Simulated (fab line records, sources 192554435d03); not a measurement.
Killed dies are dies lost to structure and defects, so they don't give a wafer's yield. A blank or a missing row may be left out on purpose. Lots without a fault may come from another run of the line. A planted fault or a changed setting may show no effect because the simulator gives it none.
fab line records | flow n5_finfet
record lots=8 wafers=21 last_day=24
route steps=1938 shown BEOL_M0_CUTY@709 BEOL_M0@715 BEOL_M4@1111 PASSIVATION@1936
lots that met no fault: from a run of the same line without faults
start_h: hours from the record's first day to the start of the lot's first wafer shown | wait_h: hours since the lot's step before | " the same as in the row above | L1.1+2: a row that stands for several wafers | - no value, or no start given | * or withheld: withheld | < > ~ a bound
route shown NAME@n: a module of which the file shows steps, and the number in the route of the first | usual: mean/standard deviation of fault-free wafers | same: alike in all rows | chamber/n: place in a boat | sites: the reading at each site | _std_site: their standard deviation | _edge_site: outer sites' mean less inner sites' | radius_mm: how far each site lies from the wafer's centre | mask NAME#n: copy n | behind: the tool/chamber that last shaped the wafer | hold: why the lot was held/for how many hours/how that ended | device: the transistor (n, p or np) that didn't switch | end of line: the same wafers' tests at the end of the route | a step without rows: its recipe alone | killed: dies lost to structure and defects at the first sort, not the wafer's yield | map: a wafer's dies, x killed, . not, _ none there
set.NAME: the setting as run; set.NAME@STEP: as run at that earlier step | model.NAME: the simulator's own value behind a step, which no gauge read
steps of the route over a sample of lots; a table a step, a row a wafer
services: from which hour (start_h, from the record's first day; less than 0 if before it) a tool's chamber was out of use, for how many hours, and why
## steps
# step N5_BEOL_M0_CUTY_OVL_MEAS_58
# recipe points_per_wafer=44
# usual M0_ABLK_OVL=-0.1/0.8
# columns lot.wafer tool chamber start_h wait_h M0_ABLK_OVL[nm]
L884.2 overlay-02 0 124.11 0.0 0.0
L884.4 " 0 " " 0.2
L884.6 " 0 " " 0.2
L897.2 overlay-01 0 208.86 0.0 -0.1
L897.4 " 0 " " 0.7
L897.5 " 0 " " 0.4
L898.2 overlay-01 0 212.30 0.0 0.0
L898.5 " 0 " " -1.3
L898.6 " 0 " " 0.1
L901.3 overlay-02 0 227.91 0.0 -0.4
L901.4 " 0 " " 0.0
L902.4 overlay-02 0 246.05 0.0 0.9
L902.6 " 0 " " 0.5
L903.4 overlay-02 0 250.93 0.0 0.1
L903.5 " 0 " " 1.8
L903.6 " 0 " " 0.0
L904.1 overlay-01 0 253.71 0.0 -0.8
L904.2 " 0 " " -1.3
L904.6 " 0 " " -1.3
L905.1 overlay-02 0 260.53 0.0 0.5
L905.6 " 0 " " 0.1
# step N5_BEOL_M0_CUTY_ETCH_62
# recipe chemistry=CF4 target=SiARC mask_material=CAR-ArF-block time_s=58.5 ion_energy_ev=80 pressure_mtorr=40 source_w=545 bias_w=36 Ar_flow_sccm=100 cf4_flow_sccm=100 ends=cleared
# usual bias_w=35.99/0.1 cf4_flow_sccm=99.95/0.28 drypump_motor_current_A=5.7/0.42 etch_rf_on_time_s=58.7/1.5 oes_product_au=0.66/0.078 rf_vpp_V=183.9/1.3 showerhead_plenum_p_Torr=2.13/0.076 throttle_valve_pct=15.67/0.22
# columns lot.wafer tool chamber start_h wait_h bias_w cf4_flow_sccm drypump_motor_current_A etch_rf_on_time_s oes_product_au rf_hours_counter_h rf_vpp_V showerhead_plenum_p_Torr throttle_valve_pct
L884.2 rie_diel-06 3 124.20 0.0 35.88 99.52 6.0 57.1 0.69 110 182.5 2.01 15.69
L884.4 " 0 " " 35.72 99.75 5.1 58.7 0.59 243 185.3 2.20 15.73
L884.6 " 1 " " 36.01 99.88 6.1 60.4 0.59 - 183.1 2.11 15.95
L897.2 rie_diel-06 0 208.96 0.0 35.99 100.22 5.0 57.3 0.82 11 183.8 2.19 15.28
L897.4 " 2 " " 35.95 100.05 5.1 59.5 0.62 190 184.9 2.13 16.03
L897.5 " 0 " " 35.81 100.42 5.1 57.2 0.82 - 185.1 2.19 15.28
L898.2 rie_diel-03 1 212.39 0.0 36.05 99.82 5.5 58.5 0.64 173 186.3 2.22 15.47
L898.5 " 1 " " 35.99 99.86 5.5 57.6 0.65 - 185.5 2.22 15.48
L898.6 " 2 " " 36.09 99.93 5.9 58.8 0.62 - 182.8 2.04 15.53
L901.3 rie_diel-03 1 228.33 0.0 35.97 100.25 5.4 57.2 0.64 178 184.7 2.22 15.48
L901.4 " 2 " " 35.99 99.77 5.9 58.7 0.61 208 183.2 2.04 15.58
L902.4 rie_diel-06 2 246.32 0.0 35.96 99.95 5.1 59.8 0.61 206 183.3 2.13 16.05
L902.6 " 0 " " 36.07 99.84 5.1 56.8 0.79 - 184.9 2.18 15.34
L903.4 rie_diel-03 0 251.37 0.0 35.85 100.01 6.1 60.1 0.61 172 183.1 2.13 15.84
L903.5 " 3 " " 36.00 100.08 6.0 58.7 0.57 - 182.2 2.04 15.89
L903.6 " 0 " " 35.95 100.30 6.1 60.0 0.61 - 184.6 2.13 15.84
L904.1 rie_diel-03 1 254.08 0.0 35.91 100.48 5.4 56.3 0.65 186 183.7 2.22 15.50
L904.2 " 3 " " 35.94 100.17 6.0 57.4 0.59 246 181.9 2.04 15.89
L904.6 " 3 " " 35.84 99.99 6.1 57.2 0.59 - 182.2 2.04 15.87
L905.1 rie_diel-03 1 260.63 0.0 35.90 99.90 5.4 57.1 0.64 187 186.3 2.22 15.50
L905.6 " 2 " " 35.93 99.75 5.9 58.6 0.60 - 183.9 2.04 15.59
# step N5_BEOL_M0_ETCH_138
# recipe chemistry=CH3F/O2 target_depth_a=120 target=SiCN time_s=31.6 ion_energy_ev=120 pressure_mtorr=30 source_w=395 bias_w=75 Ar_flow_sccm=150 CH3F_flow_sccm=30 O2_flow_sccm=20 ends=cleared
# usual CH3F_flow_sccm=30.00/0.096 O2_flow_sccm=20.00/0.059 drypump_motor_current_A=5.7/0.42 etch_rf_on_time_s=29.2/0.93 oes_product_au=0.66/0.08 rf_vpp_V=297.0/1.8 showerhead_plenum_p_Torr=1.98/0.075 throttle_valve_pct=16.36/0.2
# columns lot.wafer tool chamber start_h wait_h CH3F_flow_sccm O2_flow_sccm drypump_motor_current_A etch_rf_on_time_s oes_product_au rf_hours_counter_h rf_vpp_V showerhead_plenum_p_Torr throttle_valve_pct
L884.2 rie_diel-06 3 124.37 0.0 30.01 20.06 6.0 28.9 0.68 110 294.0 1.87 16.42
L884.4 " 0 " " 30.09 19.93 5.0 29.7 0.59 243 298.9 2.06 16.46
L884.6 " 1 " " 29.99 19.97 6.1 30.4 0.59 - 296.0 1.97 16.65
L897.2 rie_diel-06 0 209.13 0.0 - - - - - - - - -
L897.4 " 2 " " - - - - - - - - -
L897.5 " 0 " " - - - - - - - - -
L898.2 rie_diel-03 1 212.56 0.0 - - - - - - - - -
L898.5 " 1 " " - - - - - - - - -
L898.6 " 2 " " - - - - - - - - -
L901.3 rie_diel-03 1 228.50 0.0 30.04 19.86 5.5 28.6 0.64 178 298.3 2.07 16.14
L901.4 " 2 " " 30.01 19.97 5.9 30.3 0.61 208 295.4 1.91 16.29
L902.4 rie_diel-06 2 246.49 0.0 30.03 20.02 5.1 29.8 0.62 206 297.4 1.98 16.70
L902.6 " 0 " " 30.05 20.02 5.0 29.3 0.78 - 297.8 2.05 16.04
L903.4 rie_diel-03 0 251.54 0.0 29.94 19.99 6.1 30.6 0.62 172 296.8 1.98 16.51
L903.5 " 3 " " 30.06 19.88 6.0 30.4 0.57 - 294.4 1.89 16.53
L903.6 " 0 " " 30.06 20.08 6.1 31.0 0.62 - 298.0 1.98 16.51
L904.1 rie_diel-03 1 254.25 0.0 29.79 19.93 5.4 29.1 0.64 186 300.0 2.07 16.13
L904.2 " 3 " " 29.93 20.02 5.9 30.4 0.58 246 293.6 1.89 16.52
L904.6 " 3 " " 30.02 19.98 6.0 30.4 0.58 - 294.8 1.89 16.54
L905.1 rie_diel-03 1 260.80 0.0 30.07 20.05 5.4 28.4 0.64 187 297.9 2.07 16.15
L905.6 " 2 " " 29.98 19.96 5.9 30.2 0.61 - 294.7 1.90 16.31
# step N5_BEOL_M0_ETCH_128
# recipe chemistry=CF4/N2 target_depth_a=120 overetch_a=51 target=SiCN time_s=21.4 ion_energy_ev=150 pressure_mtorr=40 source_w=430 bias_w=70 Ar_flow_sccm=100 cf4_flow_sccm=60 n2_flow_sccm=60
# usual bias_w=70.00/0.21 cf4_flow_sccm=60.02/0.18 drypump_motor_current_A=5.8/0.44 oes_product_au=0.54/0.058 rf_vpp_V=381.9/2.4 showerhead_plenum_p_Torr=2.19/0.083 throttle_valve_pct=15.46/0.23
# columns lot.wafer tool chamber start_h wait_h bias_w cf4_flow_sccm drypump_motor_current_A oes_product_au rf_hours_counter_h rf_vpp_V showerhead_plenum_p_Torr throttle_valve_pct
L884.2 rie_diel-03 3 147.37 0.0 70.05 60.14 6.0 0.49 206 380.3 2.11 15.58
L884.4 " 2 " " 69.99 60.06 5.9 0.52 173 379.6 2.11 15.30
L884.6 " 3 " " 69.76 60.38 6.0 0.49 - 379.6 2.11 15.60
L897.2 rie_diel-02 3 210.13 0.3 70.10 59.96 5.2 0.34 23 383.7 2.25 15.26
L897.4 " 0 " " 69.95 59.98 6.5 0.32 36 383.6 2.25 15.42
L897.5 " 3 " " 69.98 60.19 5.2 0.34 - 383.9 2.25 15.25
L898.2 rie_diel-02 2 215.19 0.3 70.14 60.18 5.7 0.34 14 382.7 2.26 15.36
L898.5 " 1 " " 69.85 59.86 6.1 0.31 - 386.3 2.32 15.08
L898.6 " 0 " " 70.14 59.93 6.5 0.33 - 383.4 2.25 15.42
L901.3 rie_diel-03 1 241.29 0.1 69.84 59.96 5.4 0.51 182 383.8 2.29 15.28
L901.4 " 3 " " 69.92 59.95 6.0 0.48 242 378.6 2.09 15.66
L902.4 rie_diel-06 2 250.33 0.5 69.95 60.27 5.1 0.50 209 381.0 2.19 15.86
L902.6 " 0 " " 69.91 60.01 5.0 0.63 - 382.3 2.25 15.14
L903.4 rie_diel-06 3 253.02 0.0 70.06 60.37 6.0 0.52 173 377.3 2.04 15.63
L903.5 " 2 " " 69.90 59.86 5.2 0.50 - 381.8 2.19 15.87
L903.6 " 1 " " 69.75 59.79 6.1 0.64 - 380.6 2.16 15.39
L904.1 rie_diel-02 1 258.09 0.2 70.01 59.96 6.2 0.56 86 386.6 2.32 15.13
L904.2 " 0 " " 70.13 60.21 6.5 0.58 56 383.2 2.24 15.48
L904.6 " 3 " " 70.19 60.03 5.2 0.61 - 383.6 2.25 15.30
L905.1 rie_diel-03 0 262.22 0.4 70.27 59.99 6.1 0.50 176 381.7 2.18 15.66
L905.6 " 1 " " 70.06 59.92 5.5 0.52 - 383.7 2.28 15.32
# step N5_BEOL_M0_TRENCH_ETCH_107
# recipe chemistry=C4F6/O2 target_depth_a=328 target=SiOC time_s=16.4 ion_energy_ev=250 pressure_mtorr=30 source_w=355 bias_w=185 Ar_flow_sccm=300 C4F6_flow_sccm=10 O2_flow_sccm=10
# usual C4F6_flow_sccm=10.002/0.028 O2_flow_sccm=10.000/0.029 drypump_motor_current_A=5.8/0.44 oes_product_au=0.78/0.09 rf_vpp_V=669/17 showerhead_plenum_p_Torr=2.83/0.1 throttle_valve_pct=20.89/0.22
# columns lot.wafer tool chamber start_h wait_h C4F6_flow_sccm O2_flow_sccm drypump_motor_current_A oes_product_au rf_hours_counter_h rf_vpp_V showerhead_plenum_p_Torr throttle_valve_pct
L884.2 rie_diel-03 3 147.41 0.0 10.009 10.054 6.0 0.70 206 649 2.72 21.00
L884.4 " 2 " " 9.986 9.975 5.9 0.75 173 649 2.73 20.74
L884.6 " 3 " " 10.027 10.032 6.0 0.70 - 648 2.72 21.01
L897.2 rie_diel-02 3 210.17 0.0 9.948 10.029 5.2 0.91 23 693 2.92 20.83
L897.4 " 0 " " 9.937 10.010 6.5 0.85 36 699 2.90 20.91
L897.5 " 3 " " 9.992 9.978 5.2 0.91 - 693 2.92 20.83
L898.2 rie_diel-02 2 215.23 0.0 9.954 9.964 5.7 0.95 14 673 2.91 20.91
L898.5 " 1 " " 10.058 10.014 6.2 0.81 - 682 2.99 20.51
L898.6 " 0 " " 9.996 10.039 6.5 0.84 - 701 2.90 20.92
L901.3 rie_diel-03 1 241.33 0.0 10.016 10.024 5.4 0.75 182 665 2.94 20.59
L901.4 " 3 " " 9.994 9.991 6.0 0.68 242 646 2.70 21.05
L902.4 rie_diel-06 2 250.38 0.0 9.982 10.026 5.1 0.72 209 678 2.81 21.21
L902.6 " 0 " " 9.943 10.030 5.0 0.91 - 660 2.91 20.63
L903.4 rie_diel-06 3 253.07 0.0 10.015 10.002 5.9 0.73 173 650 2.64 21.14
L903.5 " 2 " " 10.040 10.027 5.1 0.71 - 677 2.81 21.22
L903.6 " 1 " " 9.980 10.004 6.1 0.93 - 666 2.78 20.87
L904.1 rie_diel-02 1 258.13 0.0 10.034 9.961 6.2 0.78 86 683 2.98 20.53
L904.2 " 0 " " 9.982 9.999 6.5 0.82 56 699 2.89 20.95
L904.6 " 3 " " 10.046 9.991 5.3 0.87 - 692 2.91 20.86
L905.1 rie_diel-03 0 262.26 0.0 9.997 10.024 6.1 0.72 176 688 2.81 21.01
L905.6 " 1 " " 9.974 9.999 5.4 0.76 - 666 2.94 20.64
# step N5_BEOL_M0_OCD_MEAS_108
# usual trench_depth_nm=32.6/0.74
# columns lot.wafer tool chamber start_h wait_h trench_depth_nm
L884.2 ocd-01 - 147.52 0.1 31.9
L884.4 " - " " 32.5
L884.6 " - " " 32.2
L897.2 ocd-02 - 210.28 0.1 0.1
L897.4 " - " " 0
L897.5 " - " " 0.2
L898.2 ocd-01 - 215.34 0.1 0
L898.5 " - " " 0
L898.6 " - " " 0
L901.3 ocd-01 - 241.44 0.1 33.3
L901.4 " - " " 32.0
L902.4 ocd-01 - 250.48 0.1 32.4
L902.6 " - " " 33.0
L903.4 ocd-02 - 253.17 0.1 32.2
L903.5 " - " " 32.1
L903.6 " - " " 32.4
L904.1 ocd-01 - 258.24 0.1 31.3
L904.2 " - " " 31.8
L904.6 " - " " 33.1
L905.1 ocd-01 - 262.36 0.1 33.1
L905.6 " - " " 33.6
# step N5_BEOL_M4_RC_MEAS_101
# usual DIBL_N=35.8/1.6 DIBL_P=35.6/2 IOFF_N=0.15/0.031 IOFF_P=0.20/0.033 ION_N=668/12 ION_P=459/6.8 SS_N=71.4/0.53 SS_P=73.1/0.63 VT_N=250/3.5 VT_P=-251/3
# columns lot.wafer tool chamber start_h wait_h DIBL_N[mV/V] DIBL_P[mV/V] IOFF_N[nA/um] IOFF_P[nA/um] ION_N[uA/um] ION_P[uA/um] SS_N[mV/dec] SS_P[mV/dec] VT_N[mV] VT_P[mV]
L884.2 prober-01 0 371.60 0.2 35.1 33.8 0.14 0.18 665 460 70.7 72.5 251 -252
L884.4 " 0 " " 35.5 34.0 0.16 0.19 670 458 71.3 72.5 248 -252
L884.6 " 0 " " 35.7 34.8 0.15 0.19 668 456 70.7 72.8 248 -250
L901.3 prober-01 0 434.71 0.3 38.3 38.7 0.21 0.26 685 470 71.5 73.5 246 -245
L901.4 " 0 " " 33.9 33.4 0.12 0.17 672 462 70.7 72.6 252 -253
L903.4 prober-01 0 436.59 0.5 37.5 36.4 0.16 0.21 662 455 71.3 73.1 249 -249
L903.5 " 0 " " 35.8 35.5 0.14 0.20 659 462 70.8 73.3 252 -251
L903.6 " 0 " " 38.9 38.6 0.19 0.24 670 460 71.8 73.6 248 -247
L902.4 prober-01 0 460.39 0.5 37.8 36.4 0.16 0.20 659 456 72.2 74.3 248 -253
L902.6 " 0 " " 35.0 33.0 0.11 0.16 663 457 71.0 72.4 254 -254
L904.1 prober-02 0 461.43 0.0 35.9 35.3 0.15 0.19 686 472 71.0 72.7 247 -250
L904.2 " 0 " " 35.6 34.6 0.13 0.19 659 458 71.7 72.8 251 -251
L904.6 " 0 " " 33.5 32.1 0.10 0.15 648 450 71.4 72.0 256 -255
L905.1 prober-01 0 468.03 0.0 38.3 39.7 0.23 0.28 708 480 71.9 73.8 243 -245
L905.6 " 0 " " 38.3 39.2 0.22 0.27 685 465 71.4 74.4 244 -244
# step N5_PASSIVATION_PROBE_49
# usual defect_limited_yield=90.7/1.5 killed_at_M0_to_M3=38/11 killed_at_M4_up=15/5.5 killed_at_contacts=12/6 killed_at_front_end=41/11 killed_at_other=3.5/2.7 killed_dies=110/18 killed_on_rim=15/3.6 killed_open=72/13 killed_short=35/8.7 sort_bin_5_function=5.5/1.1 sort_bin_6_memory=3.4/0.63 sort_n_pass=1070/18 sort_yield_pct=90.7/1.5
# same gross_dies=1180 killed_at_back_side=0 sort_bin_4_leakage[%]=0 sort_bin_8_speed[%]=0
# columns lot.wafer tool chamber start_h wait_h defect_limited_yield[%] killed_at_M0_to_M3 killed_at_M4_up killed_at_contacts killed_at_front_end killed_at_other killed_dies killed_on_rim killed_open killed_short sort_bin_5_function[%] sort_bin_6_memory[%] sort_n_pass sort_yield_pct[%]
L884.2 prober-01 - 496.29 0.1 89.8 45 15 15 45 0 120 18 90 30 5.9 4.0 1060 89.8
L884.4 prober-01 - 496.39 0.2 91.8 44 9 8 35 1 97 13 60 37 4.6 3.3 1083 91.8
L884.6 prober-01 - 496.49 0.3 89.4 46 10 17 52 0 125 19 75 50 6.1 4.2 1055 89.4
L898.2 prober-01 - 524.48 0.1 0 1107 22 8 36 7 1180 152 76 32 96.4 3.4 0 0
L898.5 prober-01 - 524.63 0.2 0 1115 13 9 36 7 1180 152 81 32 96.1 3.4 0 0
L898.6 prober-01 - 524.68 0.3 0 1120 17 13 28 2 1180 152 84 29 95.8 3.8 0 0
L897.2 prober-02 - 537.23 0.1 0 1125 17 5 29 4 1180 152 62 24 95.8 4.1 0 0
L897.4 prober-02 - 537.33 0.2 0 1108 10 6 48 8 1180 152 79 33 95.8 3.8 0 0
L897.5 prober-02 - 537.38 0.2 0 1103 20 7 47 3 1180 152 77 33 96.1 3.7 0 0
L903.4 prober-01 - 550.42 0.2 91.4 39 9 8 36 9 101 15 56 39 4.7 3.1 1079 91.4
L903.5 prober-01 - 550.47 0.2 91.3 35 19 8 34 7 103 14 62 35 4.8 3.2 1077 91.3
L903.6 prober-01 - 550.52 0.3 91.4 35 20 16 26 5 102 14 67 33 5.0 3.4 1078 91.4
L901.3 prober-01 - 554.84 0.1 89.4 48 13 10 46 8 125 15 77 48 6.4 3.5 1055 89.4
L901.4 prober-01 - 554.89 0.2 90.7 40 16 10 36 8 110 15 81 29 5.9 3.1 1070 90.7
L902.4 prober-01 - 564.55 0.2 91.5 23 16 15 39 7 100 12 69 31 5.0 3.3 1080 91.5
L902.6 prober-01 - 564.65 0.3 92.4 23 18 12 28 9 90 15 53 37 4.3 3.0 1090 92.4
# killed by level:class
L884.2 BEOL_M0_SAQP:geometric_particle:open=13 MOL_CONTACT_COAG:geometric_particle:open=9 BEOL_M2:geometric_particle:open=9 BEOL_M1:geometric_particle:open=7 BEOL_M3:geometric_particle:open=7 MOL_CONTACT_COAG:geometric_particle:short=6 BEOL_M4:geometric_particle:open=6 FIN_CUT:geometric_particle:open=5
L884.4 DUMMY_GATE:geometric_particle:open=11 BEOL_M2:geometric_particle:open=11 BEOL_M0_SAQP:geometric_particle:short=8 BEOL_M0_SAQP:geometric_particle:open=7 BEOL_M3:geometric_particle:open=7 STARTING-WAFER:geometric_particle:short=6 MOL_CONTACT_COAG:geometric_particle:open=5 FIN_SAQP:geometric_particle:short=4
L884.6 MOL_CONTACT_COAG:geometric_particle:open=17 BEOL_M0_SAQP:geometric_particle:short=14 GATE_CUT:geometric_particle:short=9 BEOL_M0_SAQP:geometric_particle:open=9 FIN_SAQP:geometric_particle:open=8 BEOL_M3:geometric_particle:open=8 FIN_SAQP:geometric_particle:short=7 DUMMY_GATE:geometric_particle:open=7
L898.2 BEOL_M0:area_etch=1071 FIN_SAQP:geometric_particle:open=11 BEOL_M3:geometric_particle:open=9 FIN_SAQP:geometric_particle:short=8 BEOL_M4:geometric_particle:open=8 MOL_CONTACT_COAG:geometric_particle:open=6 BEOL_M1:geometric_particle:open=6 STI_FIN_REVEAL:geometric_particle:open=5
L898.5 BEOL_M0:area_etch=1067 FIN_SAQP:geometric_particle:open=15 BEOL_M1:geometric_particle:open=10 BEOL_M0_SAQP:geometric_particle:short=9 BEOL_M3:geometric_particle:open=9 BEOL_M0_SAQP:geometric_particle:open=8 BEOL_M4:geometric_particle:open=8 MOL_CONTACT_COAG:geometric_particle:open=7
L898.6 BEOL_M0:area_etch=1067 BEOL_M1:geometric_particle:open=20 FIN_SAQP:geometric_particle:open=13 BEOL_M4:geometric_particle:open=11 MOL_CONTACT_COAG:geometric_particle:open=11 BEOL_M3:geometric_particle:open=9 BEOL_M0_SAQP:geometric_particle:short=8 BEOL_M0_SAQP:geometric_particle:open=7
L897.2 BEOL_M0:area_etch=1094 BEOL_M1:geometric_particle:open=11 BEOL_M4:geometric_particle:open=10 STI_FIN_REVEAL:geometric_particle:open=9 FIN_SAQP:geometric_particle:short=5 MOL_CONTACT_COAG:geometric_particle:open=5 BEOL_M0:geometric_particle:open=5 BEOL_M3:geometric_particle:open=5
L897.4 BEOL_M0:area_etch=1068 FIN_SAQP:geometric_particle:open=17 FIN_SAQP:geometric_particle:short=9 BEOL_M0_SAQP:geometric_particle:short=8 BEOL_M1:geometric_particle:open=8 BEOL_M2:geometric_particle:open=7 BEOL_M3:geometric_particle:open=6 BEOL_M4:geometric_particle:open=6
L897.5 BEOL_M0:area_etch=1070 BEOL_M4:geometric_particle:open=14 FIN_SAQP:geometric_particle:short=13 FIN_SAQP:geometric_particle:open=13 BEOL_M2:geometric_particle:open=9 BEOL_M3:geometric_particle:open=8 MOL_CONTACT_COAG:geometric_particle:open=7 STI_FIN_REVEAL:geometric_particle:open=6
L903.4 BEOL_M0_SAQP:geometric_particle:open=12 BEOL_M0_SAQP:geometric_particle:short=12 GATE_CUT:geometric_particle:short=8 BEOL_M2:geometric_particle:open=8 MOL_CONTACT_COAG:geometric_particle:open=6 STI_FIN_REVEAL:geometric_particle:open=5 DUMMY_GATE:geometric_particle:short=4 BEOL_M4:geometric_particle:open=4
L903.5 BEOL_M0_SAQP:geometric_particle:short=10 STI_FIN_REVEAL:geometric_particle:open=9 BEOL_M4:geometric_particle:open=9 BEOL_M0_SAQP:geometric_particle:open=7 BEOL_M2:geometric_particle:open=7 BEOL_M3:geometric_particle:open=7 FIN_SAQP:geometric_particle:open=5 HKMG_FIN:area_etch=5
L903.6 MOL_CONTACT_COAG:geometric_particle:open=14 BEOL_M4:geometric_particle:open=11 BEOL_M0_SAQP:geometric_particle:short=10 BEOL_M2:geometric_particle:open=8 FIN_SAQP:geometric_particle:open=7 BEOL_M0_SAQP:geometric_particle:open=6 GATE_CUT:geometric_particle:short=5 BEOL_M2:geometric_particle:short=4
L901.3 BEOL_M3:geometric_particle:open=13 BEOL_M2:geometric_particle:open=8 FIN_SAQP:geometric_particle:open=7 BEOL_M3:geometric_particle:short=7 STARTING-WAFER:geometric_particle:short=7 MOL_CONTACT_COAG:geometric_particle:open=7 BEOL_M0_SAQP:geometric_particle:open=7 FIN_SAQP:geometric_particle:short=5
L901.4 BEOL_M3:geometric_particle:open=16 BEOL_M2:geometric_particle:open=9 MOL_CONTACT_COAG:geometric_particle:open=8 BEOL_M4:geometric_particle:open=8 FIN_SAQP:geometric_particle:short=7 STI_FIN_REVEAL:geometric_particle:open=6 BEOL_M1:geometric_particle:open=6 FIN_SAQP:geometric_particle:open=4
L902.4 MOL_CONTACT_COAG:geometric_particle:open=13 STI_FIN_REVEAL:geometric_particle:open=11 FIN_SAQP:geometric_particle:open=8 BEOL_M0_SAQP:geometric_particle:short=7 BEOL_M0_SAQP:geometric_particle:open=6 BEOL_M4:geometric_particle:open=6 FIN_SAQP:geometric_particle:short=5 BEOL_M2:geometric_particle:open=4
L902.6 MOL_CONTACT_COAG:geometric_particle:open=10 GATE_CUT:geometric_particle:open=6 FIN_SAQP:geometric_particle:short=5 BEOL_M3:geometric_particle:open=5 BEOL_M0_SAQP:geometric_particle:short=5 BEOL_M5:geometric_particle:open=5 STI_FIN_REVEAL:geometric_particle:open=4 BEOL_M4:geometric_particle:open=4
## services
# columns tool chamber start_h hours kind
rie_diel-02 0 111.44 - clean
rie_diel-02 0 111.44 - consumable_replace:focus_ring
rie_diel-02 0 111.44 20.4 scheduled_down
rie_diel-02 0 111.44 20.4 vent_cycle
rie_diel-02 3 131.82 - clean
rie_diel-02 3 131.82 - consumable_replace:focus_ring
rie_diel-02 3 131.82 32.8 scheduled_down
rie_diel-02 3 131.82 32.8 vent_cycle
rie_diel-02 0 135.23 8.0 repair
rie_diel-06 2 137.78 10.1 repair
rie_diel-06 0 148.07 - clean
rie_diel-06 0 148.07 - consumable_replace:focus_ring
rie_diel-06 0 148.07 25.2 scheduled_down
rie_diel-06 0 148.07 25.2 vent_cycle
rie_diel-02 2 164.65 - clean
rie_diel-02 2 164.65 - consumable_replace:focus_ring
rie_diel-06 1 178.68 8.3 repair
rie_diel-06 1 187.14 - clean
rie_diel-06 1 187.14 - consumable_replace:focus_ring
rie_diel-06 1 187.14 11.7 scheduled_down
rie_diel-06 1 187.14 11.7 vent_cycle
rie_diel-06 0 190.59 13.1 repair
rie_diel-03 - 242.91 2.8 pm
rie_diel-02 2 248.45 4.3 repair
## key
first_sign step=N5_BEOL_M0_ETCH_138 reading=tool_record direction=missing
effect step=N5_BEOL_M0_ETCH_128 reading=oes_product_au direction=down sigmas=3.6 usual=0.54 struck=0.33
effect step=N5_BEOL_M0_OCD_MEAS_108 reading=trench_depth_nm direction=down sigmas=44 usual=32.6 struck=0.0
effect step=N5_PASSIVATION_PROBE_49 reading=killed_at_M0_to_M3 direction=up sigmas=99+ usual=38 struck=1113
more_kills_born_at N5_BEOL_M0_ETCH_138@rie_diel-06=3232 N5_BEOL_M0_ETCH_138@rie_diel-03=3205
met_at N5_BEOL_M0_ETCH_138
struck_lots L897,L898
later_rows_left_out L897.2,L897.4,L897.5,L898.2,L898.5,L898.6
not_acting_at N5_BEOL_M0_CUTY_OVL_MEAS_58,N5_BEOL_M0_CUTY_ETCH_62,N5_BEOL_M0_TRENCH_ETCH_107
onset_between 124.37 209.13
fault kind=skipped_step_whole tool=rie_diel-03,rie_diel-06 chamber=- onset_h=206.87 steps=N5_BEOL_M0_ETCH_138 scope=struck_lots_only
# later_rows_left_out: the simulator's readings of these wafers behind a module that went badly wrong aren't trusted and aren't shown, but for the sort
